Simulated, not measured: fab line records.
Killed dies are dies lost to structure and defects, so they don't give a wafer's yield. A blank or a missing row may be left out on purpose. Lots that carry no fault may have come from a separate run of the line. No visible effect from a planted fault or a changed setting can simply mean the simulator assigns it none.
fab line records	flow n5-finfet
record lots=24	wafers=72	last-day=17
route steps=1938 shown BEOL_M2@887 BEOL_M3@933
lots untouched by any fault: they come from a run of this same line in which no faults occurred
start-h: hours from the record's first day to the start of the lot's first wafer shown	wait-h: how many hours have passed since the lot's step before this one	" as in the row above	L1.1+2: a single row standing in for several wafers	- no value, or no start was given	* or withheld: withheld	< > ~ a bound
route shown NAME@n: names a module that has steps shown in the file, with the first one's number in the route	usual: mean and standard deviation over wafers with no fault	same: alike in all rows	chamber/n: place in a boat	sites: per-site readings	_std_site: standard deviation across them	_edge_site: inner sites' mean taken away from outer sites' mean	radius-mm: how far each site lies from the wafer's centre	mask NAME#n: copy n	behind: the last tool/chamber to shape the wafer	hold: the reason the lot was held/the length of the hold in hours/how it ended	device: which transistor (n, p or np) failed to switch	end of line: the tests these same wafers got at the end of their route	a step given without rows: its recipe and nothing more	killed: the dies lost at the first sort to structure and to defects; this is not the yield of the wafer	map: a wafer's dies, x killed, . not, _ none there
set.NAME: the setting that was run; set.NAME@STEP: the one run at that earlier step	model.NAME: the simulator's own value behind a step, which no gauge read
one table for each step of the route and one row for each wafer, over a sample of lots
services: the hour from which a tool's chamber was out of use, counted from the record's first day as start-h (under 0 if before that day), plus the number of hours and why
## steps
# step N5_BEOL_M2_VIA_ETCH_34
# recipe chemistry=C4F6/O2	target-depth-a=694	mask-material=SOC	pressure-mtorr=15	ion-energy-ev=250	taper-deg=4	time-s=65.9	source-w=350	bias-w=170	Ar_flow_sccm=300	C4F6_flow_sccm=10	O2_flow_sccm=10
# usual O2_flow_sccm=9.999/0.029	drypump-motor-current-A=5.6/0.44	mfc-ar-sccm=299.9/0.92	oes-product-au=0.80/0.091	rf-vpp-V=667/12	showerhead-plenum-p-Torr=2.82/0.088	throttle-valve-pct=30.68/0.21
lot.wafer	tool	chamber	start-h	wait-h	O2_flow_sccm	drypump-motor-current-A	mfc-ar-sccm	oes-product-au	rf-hours-counter-h	rf-vpp-V	showerhead-plenum-p-Torr	throttle-valve-pct
L074.1	rie-diel-06	3	136.49	0.0	9.999	6.4	299.4	0.72	179	666	2.73	30.54
L074.3	"	2	"	"	9.971	5.7	299.9	0.67	241	645	2.68	30.39
L074.6	"	1	"	"	10.035	5.4	298.7	0.79	-	662	2.84	30.38
L076.1	rie-diel-03	2	147.84	0.0	9.958	6.2	300.4	0.75	158	664	2.73	30.67
L076.4	"	3	"	"	9.948	5.6	300.4	0.91	-	672	2.79	30.69
L076.6	"	2	"	"	9.960	6.2	299.5	0.75	-	664	2.73	30.68
L075.1	rie-diel-06	3	147.89	0.0	10.008	6.4	299.4	0.73	185	665	2.73	30.55
L075.3	"	0	"	"	10.034	5.0	300.7	0.71	222	684	2.92	30.89
L075.6	"	3	"	"	10.001	6.5	299.7	0.73	-	667	2.73	30.56
L077.2	rie-diel-05	0	166.57	0.0	9.977	5.7	298.9	0.71	189	643	2.82	30.79
L077.3	"	1	"	"	9.998	5.2	300.2	0.73	182	665	2.83	30.66
L077.5	"	2	"	"	9.997	5.6	299.4	0.74	-	687	2.96	30.42
L079.2	rie-diel-03	1	173.98	0.0	9.991	5.3	299.4	0.98	7	689	2.90	30.73
L079.4	"	3	"	"	9.991	5.6	300.0	0.89	40	672	2.78	30.69
L079.6	"	2	"	"	9.964	6.2	299.8	0.74	-	663	2.72	30.69
L078.1	rie-diel-05	1	175.11	0.0	9.991	5.2	298.3	0.72	186	664	2.83	30.69
L078.2	"	3	"	"	9.958	5.2	300.1	0.93	13	677	2.79	30.98
L078.5	"	1	"	"	9.999	5.2	299.4	0.73	-	663	2.83	30.67
L080.1	rie-diel-06	0	178.96	0.0	9.984	5.0	300.1	0.69	237	682	2.92	30.91
L080.4	"	3	"	"	10.077	6.4	298.6	0.72	-	665	2.72	30.57
L080.5	"	0	"	"	10.001	5.0	300.3	0.69	-	683	2.92	30.90
L081.3	rie-diel-05	3	181.91	0.0	10.053	5.2	298.9	0.93	15	676	2.79	30.97
L081.5	"	3	"	"	10.017	5.2	299.9	0.94	-	676	2.79	30.99
L081.6	"	0	"	"	9.975	5.7	299.2	0.73	-	645	2.82	30.78
L082.1	rie-diel-06	1	182.01	0.0	9.952	5.4	301.0	0.77	140	661	2.83	30.40
L082.2	"	0	"	"	10.023	5.0	299.6	0.69	237	684	2.92	30.92
L082.5	"	0	"	"	10.000	5.0	299.8	0.69	-	681	2.92	30.93
L083.2	rie-diel-03	3	186.06	0.0	9.987	5.6	300.2	0.88	45	670	2.78	30.70
L083.3	"	0	"	"	10.030	6.1	299.2	0.81	106	663	2.76	30.94
L083.4	"	2	"	"	10.009	6.2	299.0	0.74	173	661	2.72	30.69
L084.1	rie-diel-05	3	189.07	0.0	10.035	5.2	300.7	0.92	19	675	2.79	31.00
L084.2	"	0	"	"	10.007	5.7	300.3	0.72	196	642	2.82	30.80
L084.3	"	2	"	"	10.015	5.6	300.3	0.74	189	687	2.96	30.44
L085.1	rie-diel-06	1	202.48	0.0	10.034	5.4	299.8	0.76	147	663	2.83	30.42
L085.2	"	0	"	"	9.962	5.0	299.9	0.69	245	683	2.91	30.93
L085.3	"	3	"	"	10.025	6.4	299.7	0.71	208	664	2.72	30.59
L086.1	rie-diel-03	0	215.48	0.0	10.022	6.1	300.6	0.79	116	665	2.76	30.95
L086.2	"	3	"	"	9.980	5.6	299.0	0.85	55	670	2.77	30.72
L086.4	"	2	"	"	10.002	6.2	298.6	0.74	185	663	2.72	30.72
L087.1	rie-diel-06	1	220.39	0.0	10.006	5.4	300.6	0.75	152	662	2.83	30.41
L087.5	"	3	"	"	9.984	6.5	302.8	0.70	-	664	2.71	30.58
L087.6	"	2	"	"	9.987	5.6	299.9	0.92	-	656	3.01	30.35
L088.2	rie-diel-05	2	223.44	0.0	9.991	5.6	298.9	0.74	200	686	2.95	30.43
L088.3	"	0	"	"	10.030	5.7	299.3	0.71	206	643	2.81	30.79
L088.5	"	2	"	"	10.031	5.7	299.6	0.74	-	685	2.95	30.45
L089.2	rie-diel-06	3	231.82	0.0	10.031	6.4	297.6	0.70	218	666	2.71	30.61
L089.5	"	3	"	"	9.978	6.4	299.1	0.70	-	665	2.71	30.58
L089.6	"	2	"	"	10.039	5.6	301.2	0.92	-	656	3.00	30.33
L090.1	rie-diel-03	1	232.78	0.0	9.990	5.3	301.3	0.92	29	687	2.89	30.74
L090.3	"	3	"	"	9.953	5.6	298.3	0.86	62	671	2.77	30.72
L090.4	"	2	"	"	10.003	6.2	298.1	0.73	192	663	2.71	30.70
L091.1	rie-diel-05	2	234.70	0.0	10.060	5.7	297.2	0.74	205	685	2.95	30.45
L091.2	"	1	"	"	9.985	5.2	300.8	0.70	207	664	2.82	30.70
L091.6	"	0	"	"	10.017	5.7	299.3	0.70	-	644	2.81	30.80
L092.1	rie-diel-03	0	247.11	0.0	9.978	6.1	298.8	0.79	125	662	2.75	30.96
L092.2	"	2	"	"	9.998	6.2	300.2	0.73	196	662	2.71	30.71
L092.4	"	3	"	"	9.955	5.6	300.6	0.85	67	671	2.77	30.72
L093.2	rie-diel-06	0	250.57	0.0	9.980	5.0	299.4	0.98	2	685	2.91	30.72
L093.5	"	0	"	"	9.990	5.1	298.5	0.98	-	683	2.91	30.73
L093.6	"	2	"	"	9.968	5.6	300.8	0.89	-	656	3.00	30.34
L094.3	rie-diel-06	0	259.73	0.0	9.993	5.0	300.3	0.96	6	682	2.91	30.73
L094.4	"	2	"	"	10.008	5.7	300.0	0.88	30	656	3.00	30.36
L094.5	"	3	"	"	9.969	6.4	301.5	0.69	-	664	2.71	30.62
L095.1	rie-diel-03	0	261.07	0.0	9.979	6.1	301.2	0.78	130	662	2.75	30.95
L095.2	"	2	"	"	10.012	6.2	301.1	0.72	201	662	2.71	30.71
L095.6	"	0	"	"	10.004	6.1	300.1	0.77	-	663	2.75	30.97
L096.1	rie-diel-06	2	263.12	0.0	9.969	5.6	300.5	0.88	31	656	3.00	30.37
L096.2	"	1	"	"	10.002	5.4	299.5	0.75	170	662	2.82	30.42
L096.5	"	0	"	"	10.024	5.1	300.1	0.96	-	682	2.91	30.73
L097.1	rie-diel-03	2	277.44	0.0	9.976	6.2	300.1	0.72	206	663	2.71	30.73
L097.2	"	3	"	"	9.993	5.6	299.5	0.84	78	670	2.76	30.73
L097.5	"	3	"	"	10.014	5.6	298.1	0.83	-	671	2.76	30.75
# step N5_BEOL_M2_SURFACE_TREAT_85
# recipe gas=Ar	time-s=*	ion-energy-ev=*	ion-current-ma-cm2=0.5	pressure-mtorr=*	ar-flow-sccm=30
# usual throttle-valve-pct=*
lot.wafer	tool	chamber	start-h	wait-h	throttle-valve-pct
L074.1	pvd-sputter-03	-	137.36	0.1	*
L074.3	"	-	"	"	*
L074.6	"	-	"	"	*
L076.1	pvd-sputter-02	-	149.07	0.3	*
L076.4	"	-	"	"	*
L076.6	"	-	"	"	*
L075.1	pvd-sputter-03	-	149.15	0.3	*
L075.3	"	-	"	"	*
L075.6	"	-	"	"	*
L077.2	pvd-sputter-01	-	168.29	0.4	*
L077.3	"	-	"	"	*
L077.5	"	-	"	"	*
L079.2	pvd-sputter-03	-	175.25	0.3	*
L079.4	"	-	"	"	*
L079.6	"	-	"	"	*
L078.1	pvd-sputter-03	-	176.53	0.1	*
L078.2	"	-	"	"	*
L078.5	"	-	"	"	*
L080.1	pvd-sputter-01	-	180.75	0.5	*
L080.4	"	-	"	"	*
L080.5	"	-	"	"	*
L081.3	pvd-sputter-01	-	183.27	0.1	*
L081.5	"	-	"	"	*
L081.6	"	-	"	"	*
L082.1	pvd-sputter-01	-	183.31	0.2	*
L082.2	"	-	"	"	*
L082.5	"	-	"	"	*
L083.2	pvd-sputter-02	-	187.14	0.2	*
L083.3	"	-	"	"	*
L083.4	"	-	"	"	*
L084.1	pvd-sputter-01	-	190.46	0.2	*
L084.2	"	-	"	"	*
L084.3	"	-	"	"	*
L085.1	pvd-sputter-03	-	203.90	0.2	*
L085.2	"	-	"	"	*
L085.3	"	-	"	"	*
L086.1	pvd-sputter-02	-	216.53	0.2	*
L086.2	"	-	"	"	*
L086.4	"	-	"	"	*
L087.1	pvd-sputter-03	-	221.54	0.2	*
L087.5	"	-	"	"	*
L087.6	"	-	"	"	*
L088.2	pvd-sputter-03	-	224.66	0.2	*
L088.3	"	-	"	"	*
L088.5	"	-	"	"	*
L089.2	pvd-sputter-01	-	232.80	0.2	*
L089.5	"	-	"	"	*
L089.6	"	-	"	"	*
L090.1	pvd-sputter-02	-	235.22	0.1	*
L090.3	"	-	"	"	*
L090.4	"	-	"	"	*
L091.1	pvd-sputter-02	-	235.80	0.2	*
L091.2	"	-	"	"	*
L091.6	"	-	"	"	*
L092.1	pvd-sputter-03	-	248.16	0.4	*
L092.2	"	-	"	"	*
L092.4	"	-	"	"	*
L093.2	pvd-sputter-02	-	252.08	0.4	*
L093.5	"	-	"	"	*
L093.6	"	-	"	"	*
L094.3	pvd-sputter-02	-	261.11	0.2	*
L094.4	"	-	"	"	*
L094.5	"	-	"	"	*
L095.1	pvd-sputter-02	-	263.72	0.2	*
L095.2	"	-	"	"	*
L095.6	"	-	"	"	*
L096.1	pvd-sputter-02	-	264.07	0.1	*
L096.2	"	-	"	"	*
L096.5	"	-	"	"	*
L097.1	pvd-sputter-01	-	278.64	0.3	*
L097.2	"	-	"	"	*
L097.5	"	-	"	"	*
# step N5_BEOL_M2_SPUTTER_48
# recipe material=Cu	target-thk-a=45	temp-c=-20	chamber-pressure-pa=0.07	power-w=withheld	time-s=8.29
# usual throttle-valve-pct=30.2/1.1
lot.wafer	tool	chamber	start-h	wait-h	throttle-valve-pct
L074.1	pvd-sputter-03	-	137.68	0.1	28.1
L074.3	"	-	"	"	30.3
L074.6	"	-	"	"	30.1
L076.1	pvd-sputter-02	-	149.47	0.3	29.2
L076.4	"	-	"	"	31.6
L076.6	"	-	"	"	31.6
L075.1	pvd-sputter-03	-	151.17	1.8	28.4
L075.3	"	-	"	"	30.1
L075.6	"	-	"	"	28.6
L077.2	pvd-sputter-01	-	168.55	0.1	29.5
L077.3	"	-	"	"	31.1
L077.5	"	-	"	"	29.4
L079.2	pvd-sputter-02	-	175.92	0.3	30.3
L079.4	"	-	"	"	29.0
L079.6	"	-	"	"	30.4
L078.1	pvd-sputter-03	-	177.01	0.1	28.5
L078.2	"	-	"	"	28.9
L078.5	"	-	"	"	28.7
L080.1	pvd-sputter-01	-	181.11	0.2	30.9
L080.4	"	-	"	"	31.3
L080.5	"	-	"	"	29.6
L081.3	pvd-sputter-01	-	183.51	0.1	29.7
L081.5	"	-	"	"	31.4
L081.6	"	-	"	"	29.5
L082.1	pvd-sputter-03	-	183.95	0.4	29.1
L082.2	"	-	"	"	28.5
L082.5	"	-	"	"	30.3
L083.2	pvd-sputter-02	-	187.78	0.5	29.0
L083.3	"	-	"	"	31.4
L083.4	"	-	"	"	30.2
L084.1	pvd-sputter-01	-	190.92	0.3	31.4
L084.2	"	-	"	"	31.1
L084.3	"	-	"	"	30.9
L085.1	pvd-sputter-01	-	204.17	0.1	31.0
L085.2	"	-	"	"	31.2
L085.3	"	-	"	"	31.5
L086.1	pvd-sputter-01	-	217.01	0.1	31.0
L086.2	"	-	"	"	31.2
L086.4	"	-	"	"	31.6
L087.1	pvd-sputter-03	-	221.90	0.2	28.7
L087.5	"	-	"	"	28.7
L087.6	"	-	"	"	29.2
L088.2	pvd-sputter-02	-	225.17	0.1	30.5
L088.3	"	-	"	"	29.9
L088.5	"	-	"	"	28.8
L089.2	pvd-sputter-02	-	233.28	0.2	31.5
L089.5	"	-	"	"	31.5
L089.6	"	-	"	"	30.1
L090.1	pvd-sputter-03	-	235.49	0.1	28.4
L090.3	"	-	"	"	30.2
L090.4	"	-	"	"	31.7
L091.1	pvd-sputter-02	-	236.16	0.2	31.6
L091.2	"	-	"	"	30.5
L091.6	"	-	"	"	30.2
L092.1	pvd-sputter-03	-	248.40	0.1	29.1
L092.2	"	-	"	"	28.5
L092.4	"	-	"	"	30.3
L093.2	pvd-sputter-02	-	252.44	0.2	29.8
L093.5	"	-	"	"	31.4
L093.6	"	-	"	"	30.0
L094.3	pvd-sputter-01	-	261.49	0.2	31.8
L094.4	"	-	"	"	29.4
L094.5	"	-	"	"	31.2
L095.1	pvd-sputter-01	-	263.97	0.1	31.4
L095.2	"	-	"	"	29.7
L095.6	"	-	"	"	31.0
L096.1	pvd-sputter-03	-	265.74	1.5	31.7
L096.2	"	-	"	"	29.1
L096.5	"	-	"	"	28.4
L097.1	pvd-sputter-02	-	278.97	0.1	29.6
L097.2	"	-	"	"	31.3
L097.5	"	-	"	"	29.1
# step N5_BEOL_M3_PECVD_72
# recipe material=SiO2	target-thk-a=160	temp-c=400	precursor=TEOS/O2	pressure-torr=5.5	rf-w=450	teos-flow-sccm=53.8	gas=O2	flow-sccm=3000	time-s=18
# usual heater-power-outer-w=422/52	heater-power-w=719/75	showerhead-plenum-p-Torr=8.80/0.039	throttle-valve-pct=22.6/0.97
lot.wafer	tool	chamber	start-h	wait-h	heater-power-outer-w	heater-power-w	showerhead-plenum-p-Torr	throttle-valve-pct
L074.1	pecvd-02	0	140.68	0.0	412	720	8.79	24.3
L074.3	"	2	"	"	402	673	8.80	22.0
L074.6	"	0	"	"	420	754	8.79	24.1
L076.1	pecvd-02	2	152.61	0.0	398	657	8.82	21.7
L076.4	"	1	"	"	490	774	8.76	22.5
L076.6	"	2	"	"	417	678	8.83	21.5
L075.1	pecvd-02	2	154.15	0.0	407	677	8.82	21.3
L075.3	"	1	"	"	433	714	8.77	22.7
L075.6	"	2	"	"	407	664	8.81	21.6
L077.2	pecvd-01	2	175.26	0.0	435	751	8.86	22.7
L077.3	"	0	"	"	368	645	8.74	21.9
L077.5	"	2	"	"	438	771	8.83	23.0
L079.2	pecvd-03	2	178.91	0.0	300	531	8.74	20.8
L079.4	"	0	"	"	330	605	8.76	22.7
L079.6	"	1	"	"	392	675	8.90	23.2
L078.1	pecvd-02	0	180.03	0.0	402	699	8.79	24.0
L078.2	"	1	"	"	472	795	8.80	22.9
L078.5	"	2	"	"	389	622	8.80	21.4
L080.1	pecvd-02	0	184.08	0.0	471	792	8.78	23.9
L080.4	"	0	"	"	476	804	8.80	24.0
L080.5	"	1	"	"	471	756	8.75	22.3
L081.3	pecvd-01	2	186.50	0.0	387	677	8.84	22.8
L081.5	"	1	"	"	437	807	8.83	22.8
L081.6	"	0	"	"	331	598	8.72	21.7
L082.1	pecvd-03	2	187.09	0.0	367	614	8.76	21.0
L082.2	"	1	"	"	470	783	8.89	23.3
L082.5	"	1	"	"	478	788	8.90	23.3
L083.2	pecvd-02	0	191.08	0.0	436	754	8.79	23.9
L083.3	"	1	"	"	411	685	8.77	22.7
L083.4	"	2	"	"	360	617	8.78	21.6
L084.1	pecvd-03	0	193.89	0.0	315	599	8.76	22.5
L084.2	"	2	"	"	302	538	8.74	20.9
L084.3	"	1	"	"	412	720	8.87	22.9
L085.1	pecvd-02	2	207.74	0.0	434	714	8.83	21.5
L085.2	"	0	"	"	454	780	8.79	23.9
L085.3	"	0	"	"	457	797	8.77	23.7
L086.1	pecvd-02	1	221.94	0.0	484	782	8.79	22.5
L086.2	"	0	"	"	497	823	8.79	24.0
L086.4	"	0	"	"	485	836	8.78	24.2
L087.1	pecvd-03	2	225.06	0.0	358	603	8.75	21.1
L087.5	"	1	"	"	423	721	8.87	22.9
L087.6	"	0	"	"	395	694	8.79	22.5
L088.2	pecvd-02	0	228.14	0.0	510	856	8.81	24.1
L088.3	"	1	"	"	460	770	8.79	22.6
L088.5	"	0	"	"	511	870	8.79	24.0
L089.2	pecvd-02	1	236.37	0.0	489	779	8.78	22.8
L089.5	"	2	"	"	376	639	8.83	22.0
L089.6	"	0	"	"	466	791	8.80	24.1
L090.1	pecvd-02	2	238.47	0.0	390	649	8.86	21.7
L090.3	"	1	"	"	446	733	8.78	22.9
L090.4	"	2	"	"	393	665	8.80	21.8
L091.1	pecvd-01	1	239.32	0.0	391	750	8.82	22.5
L091.2	"	0	"	"	377	658	8.72	21.6
L091.6	"	0	"	"	369	669	8.73	21.8
L092.1	pecvd-02	0	251.39	0.0	466	807	8.80	24.1
L092.2	"	2	"	"	435	720	8.80	22.0
L092.4	"	2	"	"	443	720	8.83	21.7
L093.2	pecvd-01	0	255.44	0.0	369	690	8.76	21.7
L093.5	"	1	"	"	444	803	8.85	22.2
L093.6	"	0	"	"	376	683	8.71	21.8
L094.3	pecvd-02	0	264.75	0.0	509	844	8.78	24.2
L094.4	"	0	"	"	489	874	8.79	23.9
L094.5	"	1	"	"	441	714	8.79	22.6
L095.1	pecvd-01	1	266.95	0.0	390	769	8.84	22.9
L095.2	"	0	"	"	290	581	8.73	21.5
L095.6	"	1	"	"	400	745	8.88	22.6
L096.1	pecvd-02	0	270.92	0.0	503	870	8.80	24.1
L096.2	"	2	"	"	434	702	8.81	21.5
L096.5	"	1	"	"	476	765	8.76	22.9
L097.1	pecvd-02	1	281.94	0.0	478	755	8.78	22.6
L097.2	"	0	"	"	485	815	8.79	24.3
L097.5	"	1	"	"	475	783	8.76	22.7
# step N5_BEOL_M3_ETCH_74
# recipe chemistry=N2/H2	target=underlayer	target-depth-a=65	mask-material=CAR-EUV	time-s=5.2	ion-energy-ev=200	pressure-mtorr=30	source-w=840	bias-w=150	n2-flow-sccm=200	h2-flow-sccm=200	ends=cleared
# usual drypump-motor-current-A=5.5/0.49	etch-rf-on-time-s=5.17/0.13	oes-product-au=0.69/0.088	rf-vpp-V=524.5/2.8	showerhead-plenum-p-Torr=2.56/0.096	throttle-valve-pct=17.80/0.24
lot.wafer	tool	chamber	start-h	wait-h	drypump-motor-current-A	etch-rf-on-time-s	oes-product-au	rf-hours-counter-h	rf-vpp-V	showerhead-plenum-p-Torr	throttle-valve-pct
L074.1	rie-diel-02	0	142.50	0.0	6.5	5.10	0.59	236	528.1	2.62	17.81
L074.3	"	1	"	"	5.6	5.14	0.64	145	527.2	2.63	17.78
L074.6	"	2	"	"	5.2	5.32	0.61	-	523.7	2.54	17.80
L076.1	rie-diel-01	0	153.70	0.0	5.3	5.00	0.73	68	529.3	2.69	17.79
L076.4	"	3	"	"	5.7	5.12	0.61	-	526.3	2.62	17.68
L076.6	"	0	"	"	5.3	4.95	0.74	-	528.4	2.69	17.78
L075.1	rie-diel-01	2	155.42	0.0	5.4	5.34	0.61	169	525.5	2.56	18.12
L075.3	"	3	"	"	5.7	5.13	0.61	184	526.8	2.62	17.70
L075.6	"	2	"	"	5.4	5.30	0.61	-	526.1	2.55	18.14
L077.2	rie-diel-04	3	176.03	0.0	5.9	5.30	0.60	212	521.8	2.40	18.10
L077.3	"	0	"	"	5.4	5.19	0.80	14	522.8	2.49	17.57
L077.5	"	2	"	"	4.7	5.05	0.77	-	529.0	2.72	17.69
L079.2	rie-diel-04	3	180.05	0.0	6.0	5.31	0.59	214	522.5	2.40	18.13
L079.4	"	2	"	"	4.8	5.06	0.78	-	529.9	2.72	17.69
L079.6	"	3	"	"	5.9	5.37	0.59	-	520.5	2.40	18.13
L078.1	rie-diel-01	3	182.77	0.0	5.7	5.12	0.60	195	524.5	2.62	17.70
L078.2	"	2	"	"	5.4	5.22	0.61	179	521.6	2.55	18.15
L078.5	"	0	"	"	5.4	4.97	0.72	-	527.6	2.68	17.83
L080.1	rie-diel-02	1	186.46	0.0	5.6	5.10	0.64	160	526.1	2.62	17.80
L080.4	"	1	"	"	5.6	5.05	0.64	-	529.0	2.62	17.82
L080.5	"	3	"	"	5.0	5.16	0.73	-	523.8	2.48	17.94
L081.3	rie-diel-02	3	188.58	0.0	5.0	5.09	0.74	44	522.3	2.48	17.95
L081.5	"	3	"	"	5.0	5.14	0.76	-	522.1	2.48	17.97
L081.6	"	2	"	"	5.1	5.42	0.60	-	522.8	2.53	17.83
L082.1	rie-diel-04	0	188.68	0.0	5.4	5.19	0.78	18	525.5	2.49	17.60
L082.2	"	2	"	"	4.8	5.06	0.78	26	528.5	2.72	17.73
L082.5	"	2	"	"	4.7	5.04	0.76	-	529.2	2.72	17.73
L083.2	rie-diel-04	0	192.68	0.0	5.4	5.12	0.79	20	523.3	2.49	17.60
L083.3	"	3	"	"	5.9	5.26	0.60	218	519.2	2.40	18.13
L083.4	"	0	"	"	5.4	5.16	0.80	-	523.1	2.49	17.59
L084.1	rie-diel-04	3	195.75	0.0	5.9	5.31	0.59	220	519.8	2.40	18.13
L084.2	"	2	"	"	4.7	5.05	0.77	29	527.3	2.72	17.74
L084.3	"	0	"	"	5.4	5.22	0.78	21	522.1	2.49	17.60
L085.1	rie-diel-02	0	210.14	0.0	6.5	5.09	0.83	3	526.1	2.61	17.37
L085.2	"	3	"	"	4.9	5.10	0.73	52	522.1	2.48	17.96
L085.3	"	1	"	"	5.6	5.09	0.62	169	524.0	2.62	17.82
L086.1	rie-diel-04	1	222.58	0.0	5.1	5.07	0.85	8	524.2	2.61	17.52
L086.2	"	2	"	"	4.7	5.02	0.76	37	528.1	2.71	17.73
L086.4	"	0	"	"	5.4	5.08	0.78	29	522.8	2.48	17.61
L087.1	rie-diel-04	0	227.25	0.0	5.4	5.13	0.79	30	521.5	2.48	17.63
L087.5	"	3	"	"	5.9	5.34	0.59	-	518.6	2.40	18.18
L087.6	"	0	"	"	5.4	5.18	0.77	-	523.0	2.48	17.60
L088.2	rie-diel-01	0	229.67	0.0	5.3	5.12	0.70	93	527.3	2.68	17.84
L088.3	"	3	"	"	5.7	5.10	0.59	209	524.6	2.61	17.73
L088.5	"	3	"	"	5.7	5.15	0.58	-	527.5	2.61	17.73
L089.2	rie-diel-04	0	238.76	0.0	5.4	5.21	0.76	34	524.0	2.48	17.59
L089.5	"	3	"	"	5.9	5.37	0.58	-	519.1	2.39	18.17
L089.6	"	0	"	"	5.4	5.18	0.76	-	522.4	2.48	17.64
L090.1	rie-diel-02	3	239.31	0.0	5.0	5.14	0.72	60	521.0	2.48	17.99
L090.3	"	0	"	"	6.5	5.16	0.80	10	526.7	2.61	17.39
L090.4	"	2	"	"	5.1	5.39	0.59	225	526.1	2.53	17.86
L091.1	rie-diel-02	2	240.00	0.0	5.1	5.44	0.58	226	523.6	2.53	17.88
L091.2	"	1	"	"	5.6	5.23	0.62	179	526.9	2.61	17.82
L091.6	"	3	"	"	4.9	5.17	0.71	-	523.4	2.48	17.98
L092.1	rie-diel-01	0	252.25	0.0	5.3	5.09	0.69	100	528.2	2.67	17.87
L092.2	"	3	"	"	5.7	5.12	0.59	216	526.8	2.61	17.76
L092.4	"	2	"	"	5.4	5.25	0.60	200	522.0	2.54	18.18
L093.2	rie-diel-02	2	258.59	0.0	5.1	5.49	0.58	232	522.6	2.52	17.88
L093.5	"	0	"	"	6.6	5.15	0.79	-	525.5	2.60	17.43
L093.6	"	3	"	"	5.0	5.22	0.70	-	522.6	2.48	17.99
L094.3	rie-diel-01	3	266.97	0.0	5.7	5.09	0.58	220	526.9	2.61	17.75
L094.4	"	2	"	"	5.5	5.22	0.59	204	521.6	2.54	18.19
L094.5	"	3	"	"	5.7	5.12	0.59	-	525.5	2.61	17.74
L095.1	rie-diel-04	1	268.66	0.0	5.1	5.09	0.79	21	526.4	2.60	17.53
L095.2	"	0	"	"	5.4	5.14	0.76	42	524.0	2.48	17.63
L095.6	"	0	"	"	5.4	5.11	0.76	-	524.3	2.48	17.63
L096.1	rie-diel-02	2	273.51	0.0	5.1	5.43	0.58	238	521.4	2.52	17.87
L096.2	"	3	"	"	4.9	5.13	0.71	72	521.3	2.47	18.00
L096.5	"	2	"	"	5.1	5.48	0.57	-	520.3	2.52	17.91
L097.1	rie-diel-02	3	283.44	0.0	4.9	5.14	0.70	75	519.5	2.47	18.03
L097.2	"	1	"	"	5.6	5.15	0.61	189	525.7	2.61	17.83
L097.5	"	0	"	"	6.5	5.15	0.77	-	524.7	2.60	17.42
# step N5_BEOL_M3_CD_MEAS_18
# recipe pitch-nm=36	target-cd-nm=18
# usual cd-nm=18.1/0.34
lot.wafer	tool	chamber	start-h	wait-h	cd-nm
L074.1	cd-sem-01	-	142.93	0.0	18.0
L074.3	"	-	"	"	17.6
L074.6	"	-	"	"	17.9
L076.1	cd-sem-03	-	154.10	0.1	18.3
L076.4	"	-	"	"	17.7
L076.6	"	-	"	"	18.1
L075.1	cd-sem-03	-	155.96	0.0	17.8
L075.3	"	-	"	"	17.6
L075.6	"	-	"	"	18.7
L077.2	cd-sem-01	-	176.42	0.1	17.4
L077.3	"	-	"	"	18.3
L077.5	"	-	"	"	18.2
L079.2	cd-sem-03	-	180.65	0.1	17.9
L079.4	"	-	"	"	18.1
L079.6	"	-	"	"	18.8
L078.1	cd-sem-02	-	183.16	0.0	18.0
L078.2	"	-	"	"	17.6
L078.5	"	-	"	"	17.4
L080.1	cd-sem-03	-	186.85	0.0	18.0
L080.4	"	-	"	"	18.0
L080.5	"	-	"	"	18.9
L081.3	cd-sem-03	-	188.97	0.1	18.7
L081.5	"	-	"	"	18.6
L081.6	"	-	"	"	17.5
L082.1	cd-sem-03	-	189.24	0.1	18.1
L082.2	"	-	"	"	18.7
L082.5	"	-	"	"	18.4
L083.2	cd-sem-03	-	193.10	0.1	18.0
L083.3	"	-	"	"	18.3
L083.4	"	-	"	"	18.4
L084.1	cd-sem-02	-	196.19	0.0	18.0
L084.2	"	-	"	"	18.6
L084.3	"	-	"	"	18.1
L085.1	cd-sem-01	-	210.53	0.0	18.6
L085.2	"	-	"	"	18.6
L085.3	"	-	"	"	18.0
L086.1	cd-sem-02	-	223.05	0.0	18.5
L086.2	"	-	"	"	18.0
L086.4	"	-	"	"	18.2
L087.1	cd-sem-01	-	227.65	0.0	18.5
L087.5	"	-	"	"	18.1
L087.6	"	-	"	"	18.3
L088.2	cd-sem-03	-	230.07	0.1	17.6
L088.3	"	-	"	"	17.9
L088.5	"	-	"	"	17.9
L089.2	cd-sem-03	-	239.17	0.1	17.8
L089.5	"	-	"	"	17.5
L089.6	"	-	"	"	17.9
L090.1	cd-sem-03	-	239.70	0.0	18.7
L090.3	"	-	"	"	18.3
L090.4	"	-	"	"	18.3
L091.1	cd-sem-03	-	240.39	0.0	17.7
L091.2	"	-	"	"	18.1
L091.6	"	-	"	"	18.7
L092.1	cd-sem-03	-	252.64	0.0	18.0
L092.2	"	-	"	"	17.8
L092.4	"	-	"	"	18.2
L093.2	cd-sem-01	-	258.99	0.1	18.4
L093.5	"	-	"	"	18.3
L093.6	"	-	"	"	18.2
L094.3	cd-sem-02	-	267.37	0.1	18.2
L094.4	"	-	"	"	17.9
L094.5	"	-	"	"	18.1
L095.1	cd-sem-01	-	269.06	0.0	18.0
L095.2	"	-	"	"	18.3
L095.6	"	-	"	"	18.2
L096.1	cd-sem-02	-	273.91	0.0	18.1
L096.2	"	-	"	"	18.5
L096.5	"	-	"	"	17.8
L097.1	cd-sem-01	-	283.83	0.0	18.2
L097.2	"	-	"	"	17.4
L097.5	"	-	"	"	18.1
## services
tool	chamber	start-h	hours	kind
pecvd-01	-	124.78	0.8	repair
rie-diel-06	2	158.01	-	clean
rie-diel-06	2	158.01	-	consumable-replace:focus-ring
rie-diel-06	2	158.01	-	consumable-replace:showerhead
rie-diel-06	2	158.01	24.5	scheduled-down
rie-diel-06	2	158.01	24.5	vent-cycle
pecvd-01	1	167.18	4.5	repair
rie-diel-05	2	169.34	16.3	repair
rie-diel-05	0	170.33	5.8	repair
rie-diel-01	1	187.31	5.4	repair
pecvd-02	1	207.07	5.5	scheduled-down
pecvd-02	2	213.03	5.5	scheduled-down
pecvd-01	-	219.34	6.0	pm
rie-diel-06	0	219.61	-	clean
rie-diel-06	0	219.61	-	consumable-replace:focus-ring
rie-diel-06	0	219.61	23.5	scheduled-down
rie-diel-03	0	223.19	7.0	repair
rie-diel-02	0	227.10	2.8	repair
pecvd-01	2	234.42	2.5	repair
rie-diel-06	3	249.82	7.8	repair
rie-diel-02	1	264.14	12.0	repair
rie-diel-06	1	268.25	3.5	repair
pecvd-03	2	270.65	2.1	repair
rie-diel-05	1	280.42	2.5	repair
## key
fault none
